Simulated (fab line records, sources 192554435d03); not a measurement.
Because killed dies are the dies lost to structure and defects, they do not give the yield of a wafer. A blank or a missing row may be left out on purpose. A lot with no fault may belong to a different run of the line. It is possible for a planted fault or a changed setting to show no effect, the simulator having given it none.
fab line records || flow n5Finfet
record {"lots": 5, "wafers": 15, "lastDay": 18}
route steps=1938 shown FIN_SAQP@144 FIN_CUT@154 PASSIVATION@1936
lots untouched by any fault: they come from a run of this same line in which no faults occurred
startH: hours from the record's first day to the start of the lot's first wafer shown || waitH: hours from the lot's prior step to this one || " as in the row above || L1.1+2: a row that stands for several wafers || - no value, or no start was given || * or withheld: withheld || < > ~ a bound
route shown NAME@n: a module of which the file shows steps, and the number in the route of the first || usual: the fault-free wafers' mean and standard deviation || same: alike in all rows || chamber/n: place in a boat || sites: per-site readings || _std_site: standard deviation across them || _edge_site: the outer-site mean with the inner-site mean subtracted || radiusMm: for every site, how far away it sits from the centre of the wafer || mask NAME#n: copy n || behind: the most recent tool/chamber to have shaped the wafer || hold: why the lot went on hold/how many hours it stayed there/how the hold came to an end || device: the transistor (n, p or np) that didn't switch || end of line: the same wafers' tests at the end of the route || a step without rows: its recipe alone || killed: count of dies lost to structure and defects at first sort (not the wafer's yield) || map: a wafer's dies, marking killed ones x, the rest . and places with no die _
set.NAME: the setting as run; set.NAME@STEP: as run at that earlier step || model.NAME: the simulator's own value behind a step, which no gauge read
lots seen at some steps along the route; tables by step, rows by wafer
services: a tool's chamber out of use, with start hour (startH, from the record's first day; less than 0 if before it), hours out, and reason
## steps
# step N5_FIN_SAQP_STRIP_77
# recipe {"chemistry": "N2/H2", "timeS": 90, "powerW": 100, "tempC": 40, "pressureMtorr": 100, "rfFrequencyHz": 6e+07, "biasPowerW": 3, "n2FlowSccm": 300, "h2FlowSccm": 300}
# step N5_FIN_SAQP_ETCH_64
# recipe {"chemistry": "CF4", "target": "SiO2", "targetDepthA": 15, "ionEnergyEv": 350, "pressureMtorr": 10, "icpW": 800, "biasW": 400, "cf4FlowSccm": 80}
# step N5_FIN_SAQP_FIN_ETCH_36
# recipe {"chemistry": "HBr/Cl2/O2", "targetDepthA": 1200, "maskMaterial": "SiNx", "timeS": 50.4, "biasW": 102, "pressureMtorr": 10, "icpW": 800, "HBr_flow_sccm": 150, "Cl2_flow_sccm": 80, "O2_flow_sccm": 12}
# step N5_FIN_SAQP_PRECLEAN_38
# recipe {"chemistry": "O3/DIW", "timeS": 45, "tempC": 22, "o3Ppm": 10}
# step N5_FIN_SAQP_PRECLEAN_45
# recipe {"chemistry": "dHF", "timeS": 10, "dilution": "500:1", "tempC": 25}
# step N5_FIN_SAQP_SRD_39
# recipe {"dry": "ipaMarangoni", "timeS": 30, "tempC": 23, "rinseLiquid": "diw"}
# step N5_FIN_CUT_COAT_18
# recipe {"resist": "SOC", "tempC": 250, "timeS": 60, "spinRpm": 1500, "resistThkNm": 230}
# step N5_FIN_CUT_COAT_19
# recipe {"resist": "SiARC", "tempC": 220, "timeS": 60, "spinRpm": 1500, "resistThkNm": 20}
# step N5_FIN_CUT_COAT_29
# recipe {"resist": "underlayer", "tempC": 205, "timeS": 60, "spinRpm": 1500, "resistThkNm": 10}
# usual {"spinSpeedRpm": "1500.2/0.99"}
{"lot.wafer": "L469.1", "tool": "lithoTrack-02", "chamber": 0, "startH": 75.14, "waitH": "-", "spinSpeedRpm": 1501.5, "model.underlayer_of_FIN_CUT_COAT_29.thkNm": 10}
{"lot.wafer": "L469.4", "tool": "lithoTrack-02", "chamber": 0, "startH": 75.14, "waitH": "-", "spinSpeedRpm": 1500.8, "model.underlayer_of_FIN_CUT_COAT_29.thkNm": 10}
{"lot.wafer": "L469.5", "tool": "lithoTrack-02", "chamber": 0, "startH": 75.14, "waitH": "-", "spinSpeedRpm": 1501.6, "model.underlayer_of_FIN_CUT_COAT_29.thkNm": 10}
{"lot.wafer": "L473.3", "tool": "lithoTrack-02", "chamber": 0, "startH": 100.52, "waitH": "-", "spinSpeedRpm": 1708.2, "model.underlayer_of_FIN_CUT_COAT_29.thkNm": 9.4}
{"lot.wafer": "L473.4", "tool": "lithoTrack-02", "chamber": 0, "startH": 100.52, "waitH": "-", "spinSpeedRpm": 1710.3, "model.underlayer_of_FIN_CUT_COAT_29.thkNm": 9.4}
{"lot.wafer": "L473.6", "tool": "lithoTrack-02", "chamber": 0, "startH": 100.52, "waitH": "-", "spinSpeedRpm": 1711.7, "model.underlayer_of_FIN_CUT_COAT_29.thkNm": 9.4}
{"lot.wafer": "L474.1", "tool": "lithoTrack-02", "chamber": 0, "startH": 106.00, "waitH": "-", "spinSpeedRpm": 1707.4, "model.underlayer_of_FIN_CUT_COAT_29.thkNm": 9.4}
{"lot.wafer": "L474.3", "tool": "lithoTrack-02", "chamber": 0, "startH": 106.00, "waitH": "-", "spinSpeedRpm": 1711.9, "model.underlayer_of_FIN_CUT_COAT_29.thkNm": 9.4}
{"lot.wafer": "L474.5", "tool": "lithoTrack-02", "chamber": 0, "startH": 106.00, "waitH": "-", "spinSpeedRpm": 1710.0, "model.underlayer_of_FIN_CUT_COAT_29.thkNm": 9.4}
{"lot.wafer": "L475.2", "tool": "lithoTrack-02", "chamber": 0, "startH": 110.92, "waitH": "-", "spinSpeedRpm": 1710.9, "model.underlayer_of_FIN_CUT_COAT_29.thkNm": 9.4}
{"lot.wafer": "L475.3", "tool": "lithoTrack-02", "chamber": 0, "startH": 110.92, "waitH": "-", "spinSpeedRpm": 1710.1, "model.underlayer_of_FIN_CUT_COAT_29.thkNm": 9.4}
{"lot.wafer": "L475.4", "tool": "lithoTrack-02", "chamber": 0, "startH": 110.92, "waitH": "-", "spinSpeedRpm": 1712.1, "model.underlayer_of_FIN_CUT_COAT_29.thkNm": 9.4}
{"lot.wafer": "L484.2", "tool": "lithoTrack-05", "chamber": 0, "startH": 163.96, "waitH": "-", "spinSpeedRpm": 1499.4, "model.underlayer_of_FIN_CUT_COAT_29.thkNm": 10}
{"lot.wafer": "L484.3", "tool": "lithoTrack-05", "chamber": 0, "startH": 163.96, "waitH": "-", "spinSpeedRpm": 1499.7, "model.underlayer_of_FIN_CUT_COAT_29.thkNm": 10}
{"lot.wafer": "L484.5", "tool": "lithoTrack-05", "chamber": 0, "startH": 163.96, "waitH": "-", "spinSpeedRpm": 1500.1, "model.underlayer_of_FIN_CUT_COAT_29.thkNm": 10}
# step N5_FIN_CUT_COAT_02
# recipe {"resist": "CAR-EUV", "spinRpm": 1500, "resistThkNm": 30}
# step N5_FIN_CUT_EBR_04
# recipe {"solvent": "PGMEA", "ebrWidthMm": 1.5}
# step N5_FIN_CUT_SOFTBAKE_03
# recipe {"tempC": 110, "timeS": 60, "resist": "CAR-EUV"}
# step N5_FIN_CUT_EXPOSE_05
# recipe {"maskId": "FIN_CUT", "na": 0.33, "sourceShape": "annular", "sigmaInner": 0.35, "sigmaOuter": 0.8, "polarization": "unpolarized", "doseMj": 45.75}
# step N5_FIN_CUT_PEB_06
# recipe {"pebTempC": 100, "pebTimeS": 60, "resist": "CAR-EUV"}
# step N5_FIN_CUT_DEVELOP_07
# recipe {"developTimeS": 30, "developer": "TMAH", "resist": "CAR-EUV", "rinseLiquid": "surfactantRinse", "dry": "airSpin", "devTempC": 23}
# step N5_FIN_CUT_DESCUM_13
# recipe {"chemistry": "O2", "timeS": 7, "sourcePowerW": 50, "biasPowerW": 20, "pressureMtorr": 20, "rfFrequencyHz": 2.712e+07, "tempC": 40, "resist": "CAR-EUV", "o2FlowSccm": 225}
# step N5_FIN_CUT_ETCH_30
# recipe {"chemistry": "N2/H2", "target": "underlayer", "targetDepthA": 130, "maskMaterial": "CAR-EUV", "timeS": 10.4, "ionEnergyEv": 200, "pressureMtorr": 30, "sourceW": 840, "biasW": 150, "n2FlowSccm": 200, "h2FlowSccm": 200, "ends": "cleared"}
# usual {"drypumpMotorCurrentA": "5.8/0.54", "etchRfOnTimeS": "10.36/0.22", "oesProductAu": "0.68/0.078", "rfVppV": "525.0/2.2", "showerheadPlenumPTorr": "2.59/0.08", "throttleValvePct": "17.80/0.25"}
{"lot.wafer": "L469.1", "tool": "rieDiel-03", "chamber": 3, "startH": 76.01, "waitH": 0.0, "drypumpMotorCurrentA": 5.7, "etchRfOnTimeS": 10.33, "oesProductAu": 0.82, "rfHoursCounterH": 4, "rfVppV": 527.6, "showerheadPlenumPTorr": 2.71, "throttleValvePct": 17.51, "model.CAR-EUV_of_FIN_CUT_COAT_02.thkNm": 14.6, "model.etch.depthNm": 9.951}
{"lot.wafer": "L469.4", "tool": "rieDiel-03", "chamber": 1, "startH": 76.01, "waitH": 0.0, "drypumpMotorCurrentA": 6.0, "etchRfOnTimeS": 10.53, "oesProductAu": 0.66, "rfHoursCounterH": 138, "rfVppV": 522.5, "showerheadPlenumPTorr": 2.43, "throttleValvePct": 17.86, "model.CAR-EUV_of_FIN_CUT_COAT_02.thkNm": 14.6, "model.etch.depthNm": 9.973}
{"lot.wafer": "L469.5", "tool": "rieDiel-03", "chamber": 2, "startH": 76.01, "waitH": 0.0, "drypumpMotorCurrentA": 5.0, "etchRfOnTimeS": 10.55, "oesProductAu": 0.71, "rfHoursCounterH": "-", "rfVppV": 526.3, "showerheadPlenumPTorr": 2.56, "throttleValvePct": 17.77, "model.CAR-EUV_of_FIN_CUT_COAT_02.thkNm": 14.8, "model.etch.depthNm": 9.975}
{"lot.wafer": "L473.3", "tool": "rieDiel-04", "chamber": 2, "startH": 101.07, "waitH": 0.0, "drypumpMotorCurrentA": 5.7, "etchRfOnTimeS": 9.66, "oesProductAu": 0.65, "rfHoursCounterH": 128, "rfVppV": 525.7, "showerheadPlenumPTorr": 2.64, "throttleValvePct": 18.01, "model.CAR-EUV_of_FIN_CUT_COAT_02.thkNm": 15.4, "model.etch.depthNm": 9.375}
{"lot.wafer": "L473.4", "tool": "rieDiel-04", "chamber": 0, "startH": 101.07, "waitH": 0.0, "drypumpMotorCurrentA": 5.6, "etchRfOnTimeS": 9.86, "oesProductAu": 0.63, "rfHoursCounterH": 159, "rfVppV": 522.8, "showerheadPlenumPTorr": 2.52, "throttleValvePct": 18.00, "model.CAR-EUV_of_FIN_CUT_COAT_02.thkNm": 15.4, "model.etch.depthNm": 9.362}
{"lot.wafer": "L473.6", "tool": "rieDiel-04", "chamber": 1, "startH": 101.07, "waitH": 0.0, "drypumpMotorCurrentA": 6.3, "etchRfOnTimeS": 9.90, "oesProductAu": 0.64, "rfHoursCounterH": "-", "rfVppV": 525.6, "showerheadPlenumPTorr": 2.65, "throttleValvePct": 17.53, "model.CAR-EUV_of_FIN_CUT_COAT_02.thkNm": 15.4, "model.etch.depthNm": 9.367}
{"lot.wafer": "L474.1", "tool": "rieDiel-03", "chamber": 1, "startH": 106.42, "waitH": 0.0, "drypumpMotorCurrentA": 6.0, "etchRfOnTimeS": 9.89, "oesProductAu": 0.66, "rfHoursCounterH": 146, "rfVppV": 519.8, "showerheadPlenumPTorr": 2.43, "throttleValvePct": 17.91, "model.CAR-EUV_of_FIN_CUT_COAT_02.thkNm": 15.2, "model.etch.depthNm": 9.375}
{"lot.wafer": "L474.3", "tool": "rieDiel-03", "chamber": 0, "startH": 106.42, "waitH": 0.0, "drypumpMotorCurrentA": 5.9, "etchRfOnTimeS": 10.04, "oesProductAu": 0.66, "rfHoursCounterH": 140, "rfVppV": 524.6, "showerheadPlenumPTorr": 2.55, "throttleValvePct": 17.86, "model.CAR-EUV_of_FIN_CUT_COAT_02.thkNm": 15.4, "model.etch.depthNm": 9.359}
{"lot.wafer": "L474.5", "tool": "rieDiel-03", "chamber": 1, "startH": 106.42, "waitH": 0.0, "drypumpMotorCurrentA": 6.0, "etchRfOnTimeS": 9.86, "oesProductAu": 0.66, "rfHoursCounterH": "-", "rfVppV": 519.5, "showerheadPlenumPTorr": 2.43, "throttleValvePct": 17.91, "model.CAR-EUV_of_FIN_CUT_COAT_02.thkNm": 15.2, "model.etch.depthNm": 9.347}
{"lot.wafer": "L475.2", "tool": "rieDiel-02", "chamber": 0, "startH": 111.60, "waitH": 0.0, "drypumpMotorCurrentA": 5.1, "etchRfOnTimeS": 9.62, "oesProductAu": 0.61, "rfHoursCounterH": 178, "rfVppV": 522.9, "showerheadPlenumPTorr": 2.52, "throttleValvePct": 18.18, "model.CAR-EUV_of_FIN_CUT_COAT_02.thkNm": 15.4, "model.etch.depthNm": 9.331}
{"lot.wafer": "L475.3", "tool": "rieDiel-02", "chamber": 3, "startH": 111.60, "waitH": 0.0, "drypumpMotorCurrentA": 6.6, "etchRfOnTimeS": 9.53, "oesProductAu": 0.83, "rfHoursCounterH": 9, "rfVppV": 528.6, "showerheadPlenumPTorr": 2.72, "throttleValvePct": 17.67, "model.CAR-EUV_of_FIN_CUT_COAT_02.thkNm": 15.4, "model.etch.depthNm": 9.361}
{"lot.wafer": "L475.4", "tool": "rieDiel-02", "chamber": 2, "startH": 111.60, "waitH": 0.0, "drypumpMotorCurrentA": 6.6, "etchRfOnTimeS": 9.71, "oesProductAu": 0.83, "rfHoursCounterH": 1, "rfVppV": 526.5, "showerheadPlenumPTorr": 2.62, "throttleValvePct": 17.49, "model.CAR-EUV_of_FIN_CUT_COAT_02.thkNm": 15.4, "model.etch.depthNm": 9.358}
{"lot.wafer": "L484.2", "tool": "rieDiel-02", "chamber": 2, "startH": 164.51, "waitH": 0.0, "drypumpMotorCurrentA": 6.7, "etchRfOnTimeS": 10.35, "oesProductAu": 0.78, "rfHoursCounterH": 18, "rfVppV": 525.4, "showerheadPlenumPTorr": 2.61, "throttleValvePct": 17.53, "model.CAR-EUV_of_FIN_CUT_COAT_02.thkNm": 14.6, "model.etch.depthNm": 10.03}
{"lot.wafer": "L484.3", "tool": "rieDiel-02", "chamber": 1, "startH": 164.51, "waitH": 0.0, "drypumpMotorCurrentA": 5.4, "etchRfOnTimeS": 10.14, "oesProductAu": 0.73, "rfHoursCounterH": 58, "rfVppV": 524.1, "showerheadPlenumPTorr": 2.58, "throttleValvePct": 17.48, "model.CAR-EUV_of_FIN_CUT_COAT_02.thkNm": 14.6, "model.etch.depthNm": 9.997}
{"lot.wafer": "L484.5", "tool": "rieDiel-02", "chamber": 0, "startH": 164.51, "waitH": 0.0, "drypumpMotorCurrentA": 5.1, "etchRfOnTimeS": 10.31, "oesProductAu": 0.61, "rfHoursCounterH": "-", "rfVppV": 523.6, "showerheadPlenumPTorr": 2.52, "throttleValvePct": 18.21, "model.CAR-EUV_of_FIN_CUT_COAT_02.thkNm": 14.6, "model.etch.depthNm": 9.997}
# step N5_FIN_CUT_ETCH_20
# recipe {"chemistry": "CF4", "target": "SiARC", "targetDepthA": 260, "maskMaterial": "CAR-EUV", "timeS": 43.3, "ionEnergyEv": 80, "pressureMtorr": 40, "sourceW": 545, "biasW": 36, "Ar_flow_sccm": 100, "cf4FlowSccm": 100, "ends": "cleared"}
# usual {"drypumpMotorCurrentA": "5.8/0.54", "etchRfOnTimeS": "43.3/0.82", "oesProductAu": "0.68/0.078", "rfVppV": "184.4/0.96", "showerheadPlenumPTorr": "2.17/0.061", "throttleValvePct": "15.54/0.28"}
{"lot.wafer": "L469.1", "tool": "rieDiel-03", "chamber": 3, "startH": 76.03, "waitH": 0.0, "drypumpMotorCurrentA": 5.6, "etchRfOnTimeS": 43.5, "oesProductAu": 0.82, "rfHoursCounterH": 4, "rfVppV": 184.8, "showerheadPlenumPTorr": 2.28, "throttleValvePct": 15.23, "model.underlayer_of_FIN_CUT_COAT_29.thkNm": 9.2}
{"lot.wafer": "L469.4", "tool": "rieDiel-03", "chamber": 1, "startH": 76.03, "waitH": 0.0, "drypumpMotorCurrentA": 6.0, "etchRfOnTimeS": 44.1, "oesProductAu": 0.66, "rfHoursCounterH": 138, "rfVppV": 183.4, "showerheadPlenumPTorr": 2.06, "throttleValvePct": 15.72, "model.underlayer_of_FIN_CUT_COAT_29.thkNm": 9.2}
{"lot.wafer": "L469.5", "tool": "rieDiel-03", "chamber": 2, "startH": 76.03, "waitH": 0.0, "drypumpMotorCurrentA": 5.0, "etchRfOnTimeS": 44.4, "oesProductAu": 0.70, "rfHoursCounterH": "-", "rfVppV": 185.6, "showerheadPlenumPTorr": 2.16, "throttleValvePct": 15.65, "model.underlayer_of_FIN_CUT_COAT_29.thkNm": 9.2}
{"lot.wafer": "L473.3", "tool": "rieDiel-04", "chamber": 2, "startH": 101.09, "waitH": 0.0, "drypumpMotorCurrentA": 5.7, "etchRfOnTimeS": 42.7, "oesProductAu": 0.65, "rfHoursCounterH": 128, "rfVppV": 184.2, "showerheadPlenumPTorr": 2.23, "throttleValvePct": 15.88, "model.underlayer_of_FIN_CUT_COAT_29.thkNm": 8.6}
{"lot.wafer": "L473.4", "tool": "rieDiel-04", "chamber": 0, "startH": 101.09, "waitH": 0.0, "drypumpMotorCurrentA": 5.6, "etchRfOnTimeS": 43.9, "oesProductAu": 0.64, "rfHoursCounterH": 159, "rfVppV": 183.7, "showerheadPlenumPTorr": 2.14, "throttleValvePct": 15.90, "model.underlayer_of_FIN_CUT_COAT_29.thkNm": 8.6}
{"lot.wafer": "L473.6", "tool": "rieDiel-04", "chamber": 1, "startH": 101.09, "waitH": 0.0, "drypumpMotorCurrentA": 6.3, "etchRfOnTimeS": 44.1, "oesProductAu": 0.64, "rfHoursCounterH": "-", "rfVppV": 184.3, "showerheadPlenumPTorr": 2.22, "throttleValvePct": 15.34, "model.underlayer_of_FIN_CUT_COAT_29.thkNm": 8.6}
{"lot.wafer": "L474.1", "tool": "rieDiel-03", "chamber": 1, "startH": 106.44, "waitH": 0.0, "drypumpMotorCurrentA": 6.0, "etchRfOnTimeS": 43.8, "oesProductAu": 0.65, "rfHoursCounterH": 146, "rfVppV": 181.9, "showerheadPlenumPTorr": 2.06, "throttleValvePct": 15.73, "model.underlayer_of_FIN_CUT_COAT_29.thkNm": 8.6}
{"lot.wafer": "L474.3", "tool": "rieDiel-03", "chamber": 0, "startH": 106.44, "waitH": 0.0, "drypumpMotorCurrentA": 5.9, "etchRfOnTimeS": 44.4, "oesProductAu": 0.66, "rfHoursCounterH": 140, "rfVppV": 182.9, "showerheadPlenumPTorr": 2.15, "throttleValvePct": 15.62, "model.underlayer_of_FIN_CUT_COAT_29.thkNm": 8.6}
{"lot.wafer": "L474.5", "tool": "rieDiel-03", "chamber": 1, "startH": 106.44, "waitH": 0.0, "drypumpMotorCurrentA": 6.0, "etchRfOnTimeS": 43.4, "oesProductAu": 0.66, "rfHoursCounterH": "-", "rfVppV": 182.4, "showerheadPlenumPTorr": 2.06, "throttleValvePct": 15.73, "model.underlayer_of_FIN_CUT_COAT_29.thkNm": 8.6}
{"lot.wafer": "L475.2", "tool": "rieDiel-02", "chamber": 0, "startH": 111.62, "waitH": 0.0, "drypumpMotorCurrentA": 5.1, "etchRfOnTimeS": 43.2, "oesProductAu": 0.61, "rfHoursCounterH": 178, "rfVppV": 182.2, "showerheadPlenumPTorr": 2.12, "throttleValvePct": 15.88, "model.underlayer_of_FIN_CUT_COAT_29.thkNm": 8.6}
{"lot.wafer": "L475.3", "tool": "rieDiel-02", "chamber": 3, "startH": 111.62, "waitH": 0.0, "drypumpMotorCurrentA": 6.6, "etchRfOnTimeS": 43.0, "oesProductAu": 0.83, "rfHoursCounterH": 9, "rfVppV": 185.7, "showerheadPlenumPTorr": 2.27, "throttleValvePct": 15.37, "model.underlayer_of_FIN_CUT_COAT_29.thkNm": 8.6}
{"lot.wafer": "L475.4", "tool": "rieDiel-02", "chamber": 2, "startH": 111.62, "waitH": 0.0, "drypumpMotorCurrentA": 6.6, "etchRfOnTimeS": 43.5, "oesProductAu": 0.83, "rfHoursCounterH": 1, "rfVppV": 185.4, "showerheadPlenumPTorr": 2.20, "throttleValvePct": 15.05, "model.underlayer_of_FIN_CUT_COAT_29.thkNm": 8.6}
{"lot.wafer": "L484.2", "tool": "rieDiel-02", "chamber": 2, "startH": 164.53, "waitH": 0.0, "drypumpMotorCurrentA": 6.6, "etchRfOnTimeS": 43.0, "oesProductAu": 0.77, "rfHoursCounterH": 18, "rfVppV": 185.2, "showerheadPlenumPTorr": 2.19, "throttleValvePct": 15.07, "model.underlayer_of_FIN_CUT_COAT_29.thkNm": 9.4}
{"lot.wafer": "L484.3", "tool": "rieDiel-02", "chamber": 1, "startH": 164.53, "waitH": 0.0, "drypumpMotorCurrentA": 5.4, "etchRfOnTimeS": 43.0, "oesProductAu": 0.73, "rfHoursCounterH": 58, "rfVppV": 184.6, "showerheadPlenumPTorr": 2.17, "throttleValvePct": 15.22, "model.underlayer_of_FIN_CUT_COAT_29.thkNm": 9.2}
{"lot.wafer": "L484.5", "tool": "rieDiel-02", "chamber": 0, "startH": 164.53, "waitH": 0.0, "drypumpMotorCurrentA": 5.1, "etchRfOnTimeS": 43.1, "oesProductAu": 0.61, "rfHoursCounterH": "-", "rfVppV": 183.1, "showerheadPlenumPTorr": 2.12, "throttleValvePct": 15.93, "model.underlayer_of_FIN_CUT_COAT_29.thkNm": 9.2}
# step N5_FIN_CUT_ETCH_21
# recipe {"chemistry": "N2/H2", "target": "SOC", "targetDepthA": 2190, "overetchA": 438, "maskMaterial": "SiARC", "tempC": 40, "ionEnergyEv": 100, "biasW": 61, "timeS": 523.5, "pressureMtorr": 30, "sourceW": 850, "n2FlowSccm": 200, "h2FlowSccm": 200}
# step N5_PASSIVATION_PROBE_49
# usual {"defectLimitedYield": "90.9/1.5", "killed_at_M0_to_M3": "35/10", "killed_at_M4_up": "14/5.2", "killedAtContacts": "13/7.3", "killedAtFrontEnd": "42/12", "killedAtOther": "3.4/2.5", "killedDies": "108/18", "killedOpen": "70/13", "killedShort": "35/8", "sort_bin_5_function": "5.4/1", "sort_bin_6_memory": "3.4/0.71", "sortNPass": "1072/18", "sortYieldPct": "90.9/1.5"}
# same {"grossDies": 1180, "killedAtBackSide": 0, "sort_bin_4_leakage[%]": 0, "sort_bin_8_speed[%]": 0}
{"lot.wafer": "L473.3", "tool": "prober-01", "chamber": "-", "startH": 346.39, "waitH": 0.1, "defectLimitedYield[%]": 90.8, "killed_at_M0_to_M3": 19, "killed_at_M4_up": 24, "killedAtContacts": 11, "killedAtFrontEnd": 49, "killedAtOther": 6, "killedDies": 109, "killedOpen": 74, "killedShort": 35, "sort_bin_5_function[%]": 6.0, "sort_bin_6_memory[%]": 3.1, "sortNPass": 1071, "sortYieldPct[%]": 90.8}
{"lot.wafer": "L473.6", "tool": "prober-01", "chamber": "-", "startH": 346.54, "waitH": 0.3, "defectLimitedYield[%]": 92.5, "killed_at_M0_to_M3": 24, "killed_at_M4_up": 14, "killedAtContacts": 5, "killedAtFrontEnd": 41, "killedAtOther": 5, "killedDies": 89, "killedOpen": 58, "killedShort": 23, "sort_bin_5_function[%]": 4.7, "sort_bin_6_memory[%]": 1.9, "sortNPass": 1091, "sortYieldPct[%]": 92.5}
{"lot.wafer": "L474.1", "tool": "prober-01", "chamber": "-", "startH": 366.35, "waitH": 0.0, "defectLimitedYield[%]": 89.8, "killed_at_M0_to_M3": 32, "killed_at_M4_up": 16, "killedAtContacts": 17, "killedAtFrontEnd": 55, "killedAtOther": 0, "killedDies": 120, "killedOpen": 74, "killedShort": 41, "sort_bin_5_function[%]": 6.4, "sort_bin_6_memory[%]": 3.1, "sortNPass": 1060, "sortYieldPct[%]": 89.8}
{"lot.wafer": "L474.3", "tool": "prober-01", "chamber": "-", "startH": 366.45, "waitH": 0.1, "defectLimitedYield[%]": 89.7, "killed_at_M0_to_M3": 26, "killed_at_M4_up": 11, "killedAtContacts": 8, "killedAtFrontEnd": 72, "killedAtOther": 4, "killedDies": 121, "killedOpen": 81, "killedShort": 38, "sort_bin_5_function[%]": 6.0, "sort_bin_6_memory[%]": 4.0, "sortNPass": 1059, "sortYieldPct[%]": 89.7}
{"lot.wafer": "L474.5", "tool": "prober-01", "chamber": "-", "startH": 366.55, "waitH": 0.2, "defectLimitedYield[%]": 91.9, "killed_at_M0_to_M3": 23, "killed_at_M4_up": 16, "killedAtContacts": 13, "killedAtFrontEnd": 40, "killedAtOther": 3, "killedDies": 95, "killedOpen": 64, "killedShort": 31, "sort_bin_5_function[%]": 4.8, "sort_bin_6_memory[%]": 3.0, "sortNPass": 1085, "sortYieldPct[%]": 91.9}
{"lot.wafer": "L475.3", "tool": "prober-02", "chamber": "-", "startH": 372.66, "waitH": 0.1, "defectLimitedYield[%]": 90.6, "killed_at_M0_to_M3": 31, "killed_at_M4_up": 15, "killedAtContacts": 12, "killedAtFrontEnd": 51, "killedAtOther": 2, "killedDies": 111, "killedOpen": 62, "killedShort": 48, "sort_bin_5_function[%]": 5.5, "sort_bin_6_memory[%]": 3.1, "sortNPass": 1069, "sortYieldPct[%]": 90.6}
{"lot.wafer": "L475.4", "tool": "prober-02", "chamber": "-", "startH": 372.71, "waitH": 0.2, "defectLimitedYield[%]": 90.9, "killed_at_M0_to_M3": 44, "killed_at_M4_up": 12, "killedAtContacts": 7, "killedAtFrontEnd": 40, "killedAtOther": 4, "killedDies": 107, "killedOpen": 66, "killedShort": 39, "sort_bin_5_function[%]": 5.0, "sort_bin_6_memory[%]": 4.1, "sortNPass": 1073, "sortYieldPct[%]": 90.9}
# killed by level:class
L473.3 DUMMY_GATE:geometricParticle:open=12 BEOL_M4:geometricParticle:open=10 STI_FIN_REVEAL:geometricParticle:open=9 FIN_SAQP:geometricParticle:open=7 FIN_SAQP:geometricParticle:short=7 MOL_CONTACT_COAG:geometricParticle:open=7 BEOL_M0:geometricParticle:open=6 BEOL_M4:geometricParticle:short=6
L473.6 FIN_SAQP:geometricParticle:open=8 HKMG_FIN:areaEtch=8 BEOL_M1:geometricParticle:open=7 BEOL_M4:geometricParticle:open=6 BEOL_M0:geometricParticle:open=5 STARTING-WAFER:geometricParticle:open=5 FIN_SAQP:geometricParticle:short=4 STI_FIN_REVEAL:geometricParticle:open=4
L474.1 FIN_SAQP:geometricParticle:short=23 FIN_SAQP:geometricParticle:open=15 MOL_CONTACT_COAG:geometricParticle:open=12 BEOL_M2:geometricParticle:open=12 BEOL_M3:geometricParticle:open=7 BEOL_M8:geometricParticle:open=5 BEOL_M0_SAQP:geometricParticle:open=5 DUMMY_GATE:geometricParticle:open=4
L474.3 STI_FIN_REVEAL:geometricParticle:open=23 FIN_SAQP:geometricParticle:short=12 DUMMY_GATE:geometricParticle:open=11 FIN_SAQP:geometricParticle:open=7 MOL_CONTACT_COAG:geometricParticle:open=7 BEOL_M2:geometricParticle:open=5 BEOL_M0_SAQP:geometricParticle:open=4 BEOL_M0_SAQP:geometricParticle:short=4
L474.5 MOL_CONTACT_COAG:geometricParticle:open=11 BEOL_M3:geometricParticle:open=10 STI_FIN_REVEAL:geometricParticle:open=9 FIN_SAQP:geometricParticle:open=7 FIN_SAQP:geometricParticle:short=5 BEOL_M4:geometricParticle:open=5 DUMMY_GATE:geometricParticle:open=4 BEOL_M0_SAQP:geometricParticle:open=4
L475.3 BEOL_M0_SAQP:geometricParticle:open=13 FIN_SAQP:geometricParticle:short=12 BEOL_M0_SAQP:geometricParticle:short=10 STI_FIN_REVEAL:geometricParticle:open=9 FIN_SAQP:geometricParticle:open=8 MOL_CONTACT_COAG:geometricParticle:open=7 BEOL_M4:geometricParticle:open=7 STARTING-WAFER:geometricParticle:short=5
L475.4 BEOL_M0_SAQP:geometricParticle:short=16 BEOL_M0_SAQP:geometricParticle:open=13 GATE_CUT:geometricParticle:open=9 FIN_SAQP:geometricParticle:short=6 GATE_CUT:geometricParticle:short=6 STI_FIN_REVEAL:geometricParticle:open=5 BEOL_M3:geometricParticle:open=5 FIN_SAQP:geometricParticle:open=4
## services
{"tool": "rieDiel-02", "chamber": 3, "startH": 58.62, "hours": "-", "kind": "clean"}
{"tool": "rieDiel-02", "chamber": 3, "startH": 58.62, "hours": "-", "kind": "consumableReplace:focusRing"}
{"tool": "rieDiel-02", "chamber": 3, "startH": 58.62, "hours": "-", "kind": "consumableReplace:showerhead"}
{"tool": "rieDiel-02", "chamber": 3, "startH": 58.62, "hours": 28.6, "kind": "scheduledDown"}
{"tool": "rieDiel-02", "chamber": 3, "startH": 58.62, "hours": 28.6, "kind": "ventCycle"}
{"tool": "rieDiel-02", "chamber": 2, "startH": 87.28, "hours": "-", "kind": "clean"}
{"tool": "rieDiel-02", "chamber": 2, "startH": 87.28, "hours": "-", "kind": "consumableReplace:focusRing"}
{"tool": "rieDiel-02", "chamber": 2, "startH": 87.28, "hours": 19.8, "kind": "scheduledDown"}
{"tool": "rieDiel-02", "chamber": 2, "startH": 87.28, "hours": 19.8, "kind": "ventCycle"}
{"tool": "lithoTrack-05", "chamber": "-", "startH": 124.73, "hours": "-", "kind": "consumableReplace:filter"}
{"tool": "rieDiel-03", "chamber": "-", "startH": 163.99, "hours": 0.5, "kind": "repair"}
## key
firstSign {"step": "N5_FIN_CUT_COAT_29", "reading": "spinSpeedRpm", "direction": "up", "sigmas": "99+", "usual": "*", "struck": "*"}
effect {"step": "N5_FIN_CUT_ETCH_30", "reading": "etchRfOnTimeS", "direction": "down", "sigmas": 2.6, "usual": "*", "struck": "*"}
modelEffect {"step": "N5_FIN_CUT_COAT_29", "value": "underlayer_of_FIN_CUT_COAT_29.thkNm", "without": 10, "struck": 9.4}
modelEffect {"step": "N5_FIN_CUT_ETCH_30", "value": "CAR-EUV_of_FIN_CUT_COAT_02.thkNm", "without": 14.62, "struck": 15.36}
modelEffect {"step": "N5_FIN_CUT_ETCH_20", "value": "underlayer_of_FIN_CUT_COAT_29.thkNm", "without": 9.2, "struck": 8.6}
metAt N5_FIN_CUT_COAT_29
struckWafers L473.3,L473.4,L473.6,L474.1,L474.3,L474.5,L475.2,L475.3,L475.4
rowsEnd L473.4,L475.2
onsetBetween 75.14 100.52
fault {"kind": "processParameterDrift", "tool": "lithoTrack-02", "chamber": "-", "onsetH": 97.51, "steps": "N5_FIN_CUT_COAT_29", "channel": "spinRpm", "offset": "*", "shape": "step", "actsIn": "*", "stated": "*"}
# rowsEnd: these wafers met a further fault down the route, and their rows from its step on are left out
